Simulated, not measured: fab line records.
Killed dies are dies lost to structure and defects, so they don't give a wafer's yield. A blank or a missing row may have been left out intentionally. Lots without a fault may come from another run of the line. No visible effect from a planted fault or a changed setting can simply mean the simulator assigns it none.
fab line records + flow n5-finfet
[record]
- lots = 12
- wafers = 36
- last-day = 17
route steps=1938 shown BEOL_M5@1181 BEOL_M6@1194 PASSIVATION@1936
lots untouched by any fault: they come from a run of this same line in which no faults occurred
start-h: the number of hours between the record's first day and the start of the first shown wafer of the lot + wait-h: how many hours have passed since the lot's step before this one + " as in the row above + L1.1+2: a single row standing in for several wafers + - no value, or no start was given + * or withheld: withheld + < > ~ a bound
route shown NAME@n: NAME is a module with steps in the file, n the number in the route of the first one + usual: average and standard deviation across the fault-free wafers + same: alike in all rows + chamber/n: place in a boat + sites: per-site readings + _std_site: the standard deviation of these + _edge_site: mean of outer sites minus mean of inner sites + radius-mm: how far each site lies from the wafer's centre + mask NAME#n: copy n + behind: the tool/chamber that last shaped the wafer + hold: why the lot was held/for how many hours/how that ended + device: transistor that didn't switch, given as n, p or np + end of line: tests of these same wafers at the route's end + a step with no rows: only its recipe + killed: at the first sort, the dies lost to defects and structure; wafer yield is something else + map: the dies of a wafer, with x for killed, . for not killed, _ for no die there
set.NAME: setting as actually run; set.NAME@STEP: the setting as run at that earlier step + model.NAME: the simulator's own value behind a step, which no gauge read
a sample of lots followed through the steps of the route, with each step as a table and each wafer as a row
services: when a tool's chamber went out of use (start-h, in hours from the record's first day, below 0 if earlier), for how many hours, and the reason
[[steps]]
[step N5_BEOL_M5_SPUTTER_88]
[recipe]
- material = Cu
- target-thk-a = 150
- temp-c = -20
- chamber-pressure-pa = 0.07
- power-w = withheld
- time-s = 27.62
[usual]
- throttle-valve-pct = 30.3/0.85
[same]
- time-s = 27.62
| lot.wafer | tool           | chamber | start-h | wait-h | throttle-valve-pct |
|-----------|----------------|---------|---------|--------|--------------------|
| L450.2    | pvd-sputter-01 | -       | 180.27  | 0.5    | 28.8               |
| L450.3    | "              | -       | "       | "      | 29.8               |
| L450.5    | "              | -       | "       | "      | 29.7               |
| L451.2    | pvd-sputter-03 | -       | 187.22  | 0.5    | 29.7               |
| L451.4    | "              | -       | "       | "      | 28.9               |
| L451.5    | "              | -       | "       | "      | 30.8               |
| L452.1    | pvd-sputter-01 | -       | 189.42  | 0.5    | 28.9               |
| L452.2    | "              | -       | "       | "      | 30.7               |
| L452.6    | "              | -       | "       | "      | 29.6               |
| L453.1    | pvd-sputter-01 | -       | 200.93  | 0.5    | 30.5               |
| L453.3    | "              | -       | "       | "      | 30.8               |
| L453.6    | "              | -       | "       | "      | 30.6               |
| L458.3    | pvd-sputter-03 | -       | 223.80  | 0.5    | 28.8               |
| L458.4    | "              | -       | "       | "      | 31.7               |
| L458.5    | "              | -       | "       | "      | 29.8               |
| L456.3    | pvd-sputter-02 | -       | 224.44  | 0.5    | 29.8               |
| L456.5    | "              | -       | "       | "      | 29.9               |
| L456.6    | "              | -       | "       | "      | 31.4               |
| L457.1    | pvd-sputter-02 | -       | 231.26  | 0.5    | 29.6               |
| L457.4    | "              | -       | "       | "      | 31.4               |
| L457.5    | "              | -       | "       | "      | 30.2               |
| L463.1    | pvd-sputter-03 | -       | 259.63  | 0.5    | 29.1               |
| L463.2    | "              | -       | "       | "      | 29.5               |
| L463.6    | "              | -       | "       | "      | 31.9               |
| L466.1    | pvd-sputter-02 | -       | 275.23  | 0.5    | 30.9               |
| L466.2    | "              | -       | "       | "      | 30.0               |
| L466.3    | "              | -       | "       | "      | 31.4               |
| L468.2    | pvd-sputter-02 | -       | 281.67  | 0.5    | 30.9               |
| L468.3    | "              | -       | "       | "      | 29.8               |
| L468.4    | "              | -       | "       | "      | 30.8               |
| L471.1    | pvd-sputter-01 | -       | 308.16  | 0.5    | 30.5               |
| L471.2    | "              | -       | "       | "      | 28.7               |
| L471.5    | "              | -       | "       | "      | 29.8               |
| L472.2    | pvd-sputter-02 | -       | 314.29  | 0.5    | 30.5               |
| L472.3    | "              | -       | "       | "      | 30.0               |
| L472.4    | "              | -       | "       | "      | 31.6               |
[step N5_BEOL_M5_INSPECT_58]
[recipe]
- inspect-instrument = darkfield
- mode = post-dep
[usual]
- raw-defect-count = 68/23
| lot.wafer | tool              | chamber | start-h | wait-h | raw-defect-count |
|-----------|-------------------|---------|---------|--------|------------------|
| L450.2    | defect-inspect-02 | -       | 182.44  | 0.0    | 77               |
| L450.3    | "                 | -       | "       | "      | 41               |
| L450.5    | "                 | -       | "       | "      | 20               |
| L451.2    | defect-inspect-01 | -       | 189.39  | 0.0    | 86               |
| L451.4    | "                 | -       | "       | "      | 142              |
| L451.5    | "                 | -       | "       | "      | 81               |
| L452.1    | defect-inspect-02 | -       | 191.58  | 0.0    | 91               |
| L452.2    | "                 | -       | "       | "      | 58               |
| L452.6    | "                 | -       | "       | "      | 98               |
| L453.1    | defect-inspect-02 | -       | 203.15  | 0.0    | 58               |
| L453.3    | "                 | -       | "       | "      | 42               |
| L453.6    | "                 | -       | "       | "      | 45               |
| L458.3    | defect-inspect-02 | -       | 225.97  | 0.0    | 49               |
| L458.4    | "                 | -       | "       | "      | 62               |
| L458.5    | "                 | -       | "       | "      | 70               |
| L456.3    | defect-inspect-02 | -       | 226.62  | 0.0    | 74               |
| L456.5    | "                 | -       | "       | "      | 65               |
| L456.6    | "                 | -       | "       | "      | 104              |
| L457.1    | defect-inspect-02 | -       | 233.43  | 0.0    | 83               |
| L457.4    | "                 | -       | "       | "      | 93               |
| L457.5    | "                 | -       | "       | "      | 76               |
| L463.1    | defect-inspect-01 | -       | 261.80  | 0.0    | 32               |
| L463.2    | "                 | -       | "       | "      | 68               |
| L463.6    | "                 | -       | "       | "      | 85               |
| L466.1    | defect-inspect-01 | -       | 277.48  | 0.0    | 41               |
| L466.2    | "                 | -       | "       | "      | 36               |
| L466.3    | "                 | -       | "       | "      | 47               |
| L468.2    | defect-inspect-02 | -       | 283.84  | 0.0    | 77               |
| L468.3    | "                 | -       | "       | "      | 87               |
| L468.4    | "                 | -       | "       | "      | 96               |
| L471.1    | defect-inspect-01 | -       | 310.47  | 0.0    | 43               |
| L471.2    | "                 | -       | "       | "      | 52               |
| L471.5    | "                 | -       | "       | "      | 71               |
| L472.2    | defect-inspect-02 | -       | 316.46  | 0.0    | 79               |
| L472.3    | "                 | -       | "       | "      | 44               |
| L472.4    | "                 | -       | "       | "      | 121              |
[step N5_BEOL_M6_ILD_DEP_00]
[recipe]
- material = SiCOH_lowk
- target-thk-a = 1797.5
- temp-c = 300
- precursor = DEMS/porogen
- pressure-torr = 5
- rf-w = 500
- time-s = 33.4
[usual]
- chamber-pressure-Torr = 5.000/0.01
- heater-power-w = 317/54
- showerhead-plenum-p-Torr = 5.738/0.014
- throttle-valve-pct = 14.1/0.84
[same]
- time-s = 33.4
| lot.wafer | tool     | chamber | start-h | wait-h | chamber-pressure-Torr | heater-power-w | showerhead-plenum-p-Torr | throttle-valve-pct |
|-----------|----------|---------|---------|--------|-----------------------|----------------|--------------------------|--------------------|
| L450.2    | pecvd-03 | 0       | 182.48  | 0.0    | 5.003                 | 373            | 5.749                    | 13.5               |
| L450.3    | "        | 1       | "       | "      | 4.994                 | 361            | 5.741                    | 16.0               |
| L450.5    | "        | 2       | "       | "      | 5.001                 | 322            | 5.738                    | 15.1               |
| L451.2    | pecvd-03 | 2       | 189.43  | 0.0    | 4.993                 | 315            | 5.756                    | 15.3               |
| L451.4    | "        | 1       | "       | "      | 4.992                 | 292            | 5.744                    | 16.1               |
| L451.5    | "        | 0       | "       | "      | 5.021                 | 379            | 5.740                    | 13.7               |
| L452.1    | pecvd-03 | 2       | 191.62  | 0.0    | 5.019                 | 296            | 5.756                    | 15.5               |
| L452.2    | "        | 1       | "       | "      | 5.003                 | 297            | 5.743                    | 16.0               |
| L452.6    | "        | 2       | "       | "      | 4.995                 | 302            | 5.761                    | 15.4               |
| L453.1    | pecvd-02 | 1       | 203.18  | 0.0    | 4.999                 | 276            | 5.709                    | 13.4               |
| L453.3    | "        | 0       | "       | "      | 4.990                 | 281            | 5.742                    | 14.0               |
| L453.6    | "        | 1       | "       | "      | 4.996                 | 272            | 5.711                    | 13.5               |
| L458.3    | pecvd-04 | 0       | 226.01  | 0.0    | 4.991                 | 340            | 5.741                    | 14.3               |
| L458.4    | "        | 0       | "       | "      | 4.991                 | 265            | 5.719                    | 14.5               |
| L458.5    | "        | 2       | "       | "      | 4.988                 | 246            | 5.755                    | 13.3               |
| L456.3    | pecvd-04 | 2       | 226.66  | 0.0    | 4.980                 | 256            | 5.753                    | 13.7               |
| L456.5    | "        | 1       | "       | "      | 5.003                 | 343            | 5.725                    | 14.2               |
| L456.6    | "        | 2       | "       | "      | 4.996                 | 267            | 5.742                    | 13.6               |
| L457.1    | pecvd-04 | 2       | 233.47  | 0.0    | 4.993                 | 256            | 5.752                    | 13.5               |
| L457.4    | "        | 2       | "       | "      | 4.970                 | 254            | 5.745                    | 13.4               |
| L457.5    | "        | 1       | "       | "      | 4.975                 | 352            | 5.725                    | 13.9               |
| L463.1    | pecvd-04 | 2       | 261.84  | 0.0    | 5.011                 | 260            | 5.750                    | 13.9               |
| L463.2    | "        | 1       | "       | "      | 5.002                 | 329            | 5.723                    | 13.9               |
| L463.6    | "        | 1       | "       | "      | 5.013                 | 342            | 5.736                    | 13.8               |
| L466.1    | pecvd-03 | 2       | 277.51  | 0.0    | 5.008                 | 312            | 5.742                    | 13.4               |
| L466.2    | "        | 0       | "       | "      | 5.012                 | 372            | 5.746                    | 13.7               |
| L466.3    | "        | 1       | "       | "      | 5.010                 | 355            | 5.734                    | 15.9               |
| L468.2    | pecvd-02 | 1       | 283.88  | 0.0    | 5.017                 | 295            | 5.717                    | 13.4               |
| L468.3    | "        | 2       | "       | "      | 4.990                 | 420            | 5.734                    | 13.1               |
| L468.4    | "        | 0       | "       | "      | 4.991                 | 284            | 5.751                    | 14.2               |
| L471.1    | pecvd-02 | 0       | 310.51  | 0.0    | 4.998                 | 260            | 5.741                    | 14.3               |
| L471.2    | "        | 1       | "       | "      | 5.003                 | 300            | 5.713                    | 13.6               |
| L471.5    | "        | 1       | "       | "      | 4.984                 | 311            | 5.706                    | 13.2               |
| L472.2    | pecvd-04 | 1       | 316.50  | 0.0    | 4.994                 | 391            | 5.725                    | 14.0               |
| L472.3    | "        | 2       | "       | "      | 4.994                 | 242            | 5.739                    | 13.5               |
| L472.4    | "        | 1       | "       | "      | 5.000                 | 385            | 5.729                    | 14.2               |
[step N5_BEOL_M6_COAT_05]
[recipe]
- resist = CAR-ArF
- spin-rpm = 1500
- resist-thk-nm = 90
[usual]
- spin-speed-rpm = 1500.0/1.1
| lot.wafer | tool           | chamber | start-h | wait-h | spin-speed-rpm |
|-----------|----------------|---------|---------|--------|----------------|
| L450.2    | litho-track-02 | 0       | 185.25  | -      | 1501.4         |
| L450.3    | "              | 0       | "       | "      | 1501.1         |
| L450.5    | "              | 0       | "       | "      | 1498.8         |
| L451.2    | litho-track-05 | 0       | 191.58  | -      | 1499.9         |
| L451.4    | "              | 0       | "       | "      | 1499.4         |
| L451.5    | "              | 0       | "       | "      | 1500.7         |
| L452.1    | litho-track-05 | 0       | 193.31  | -      | 1499.5         |
| L452.2    | "              | 0       | "       | "      | 1499.8         |
| L452.6    | "              | 0       | "       | "      | 1500.0         |
| L453.1    | litho-track-04 | 0       | 204.68  | -      | 1501.7         |
| L453.3    | "              | 0       | "       | "      | 1500.3         |
| L453.6    | "              | 0       | "       | "      | 1499.2         |
| L458.3    | litho-track-04 | 0       | 228.34  | -      | 1500.3         |
| L458.4    | "              | 0       | "       | "      | 1501.4         |
| L458.5    | "              | 0       | "       | "      | 1499.0         |
| L456.3    | litho-track-04 | 0       | 229.02  | -      | 1498.5         |
| L456.5    | "              | 0       | "       | "      | 1499.3         |
| L456.6    | "              | 0       | "       | "      | 1499.8         |
| L457.1    | litho-track-05 | 0       | 235.78  | -      | 1498.9         |
| L457.4    | "              | 0       | "       | "      | 1500.6         |
| L457.5    | "              | 0       | "       | "      | 1498.7         |
| L463.1    | litho-track-05 | 0       | 264.42  | -      | 1422.9         |
| L463.2    | "              | 0       | "       | "      | 1422.0         |
| L463.6    | "              | 0       | "       | "      | 1423.1         |
| L466.1    | litho-track-05 | 0       | 280.96  | -      | 1423.4         |
| L466.2    | "              | 0       | "       | "      | 1422.7         |
| L466.3    | "              | 0       | "       | "      | 1423.2         |
| L468.2    | litho-track-04 | 0       | 285.53  | -      | 1500.2         |
| L468.3    | "              | 0       | "       | "      | 1500.7         |
| L468.4    | "              | 0       | "       | "      | 1498.4         |
| L471.1    | litho-track-04 | 0       | 313.29  | -      | 1502.3         |
| L471.2    | "              | 0       | "       | "      | 1499.0         |
| L471.5    | "              | 0       | "       | "      | 1502.2         |
| L472.2    | litho-track-02 | 0       | 318.05  | -      | 1501.0         |
| L472.3    | "              | 0       | "       | "      | 1500.3         |
| L472.4    | "              | 0       | "       | "      | 1500.4         |
[step N5_PASSIVATION_PROBE_49]
[usual]
- defect-limited-yield = 91.3/1.3
- killed_at_M0_to_M3 = 35/13
- killed_at_M4_up = 13/5.2
- killed-at-contacts = 12/6.2
- killed-at-front-end = 39/9.6
- killed-at-other = 3.1/2.6
- killed-dies = 102/16
- killed-open = 68/13
- killed-short = 33/6.9
- sort_bin_5_function = 5.1/0.87
- sort_bin_6_memory = 3.3/0.67
- sort-n-pass = 1078/16
- sort-yield-pct = 91.3/1.3
[same]
- gross-dies = 1180
- killed-at-back-side = 0
- sort_bin_4_leakage[%] = 0
- sort_bin_8_speed[%] = 0
| lot.wafer | tool      | chamber | start-h | wait-h | defect-limited-yield[%] | killed_at_M0_to_M3 | killed_at_M4_up | killed-at-contacts | killed-at-front-end | killed-at-other | killed-dies | killed-open | killed-short | sort_bin_5_function[%] | sort_bin_6_memory[%] | sort-n-pass | sort-yield-pct[%] |
|-----------|-----------|---------|---------|--------|-------------------------|--------------------|-----------------|--------------------|---------------------|-----------------|-------------|-------------|--------------|------------------------|----------------------|-------------|-------------------|
| L457.1    | prober-01 | -       | 321.95  | 0.0    | 92.3                    | 29                 | 19              | 10                 | 30                  | 3               | 91          | 59          | 31           | 4.7                    | 2.5                  | 1089        | 92.3              |
| L457.4    | prober-01 | -       | 322.10  | 0.2    | 94.5                    | 19                 | 19              | 4                  | 18                  | 5               | 65          | 41          | 23           | 3.1                    | 1.9                  | 1115        | 94.5              |
| L457.5    | prober-01 | -       | 322.15  | 0.2    | 93.3                    | 19                 | 11              | 10                 | 36                  | 3               | 79          | 44          | 35           | 3.7                    | 2.5                  | 1101        | 93.3              |
// killed by level:class
L457.1 BEOL_M0_SAQP:geometric-particle:open=9 BEOL_M4:geometric-particle:open=7 MOL_CONTACT_COAG:geometric-particle:open=6 BEOL_M0_SAQP:geometric-particle:short=6 BEOL_M2:geometric-particle:open=6 BEOL_M5:geometric-particle:open=6 DUMMY_GATE:geometric-particle:open=4 ILD0:geometric-particle:open=4
L457.4 FIN_SAQP:geometric-particle:open=7 BEOL_M4:geometric-particle:open=6 BEOL_M0_SAQP:geometric-particle:open=5 FIN_SAQP:geometric-particle:short=4 MOL_CONTACT_COAG:geometric-particle:open=4 BEOL_M4:geometric-particle:short=4 BEOL_M0_SAQP:geometric-particle:short=3 BEOL_M1:geometric-particle:open=3
L457.5 BEOL_M0_SAQP:geometric-particle:open=8 MOL_CONTACT_COAG:geometric-particle:short=6 FIN_SAQP:geometric-particle:short=5 DUMMY_GATE:geometric-particle:open=5 BEOL_M0_SAQP:geometric-particle:short=5 FIN_SAQP:geometric-particle:open=4 GATE_CUT:geometric-particle:short=4 MOL_CONTACT_COAG:geometric-particle:open=4
[[services]]
| tool           | chamber | start-h | hours | kind                          |
|----------------|---------|---------|-------|-------------------------------|
| pecvd-02       | -       | 198.18  | 2.8   | pm                            |
| pecvd-03       | 2       | 202.38  | -     | clean                         |
| pecvd-03       | 2       | 202.38  | -     | consumable-replace:showerhead |
| pecvd-03       | 2       | 202.38  | 29.0  | scheduled-down                |
| pecvd-03       | 2       | 202.38  | 29.0  | vent-cycle                    |
| pecvd-03       | -       | 243.56  | 0.8   | repair                        |
| litho-track-04 | -       | 249.56  | -     | consumable-replace:filter     |
| pecvd-02       | 1       | 254.24  | 5.4   | repair                        |
| litho-track-05 | -       | 268.12  | -     | consumable-replace:filter     |
| litho-track-02 | -       | 272.13  | -     | consumable-replace:filter     |
| pecvd-03       | 2       | 281.75  | 5.9   | repair                        |
| pecvd-03       | 1       | 300.38  | -     | calibration                   |
[[key]]
[first-sign]
- step = N5_BEOL_M6_COAT_05
- reading = spin-speed-rpm
- direction = down
- sigmas = 72
- usual = *
- struck = *
effect none on later readings
met-at N5_BEOL_M6_COAT_05
struck-lots L463,L466
not-acting-at N5_BEOL_M5_SPUTTER_88,N5_BEOL_M5_INSPECT_58,N5_BEOL_M6_ILD_DEP_00
onset-between 235.78 264.42
[fault]
- kind = process-parameter-drift
- tool = litho-track-05
- chamber = -
- onset-h = 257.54
- steps = N5_BEOL_M6_COAT_05
- channel = spin-rpm
- offset = *
- shape = step
- end-h = 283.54
- acts-in = *
- stated = *
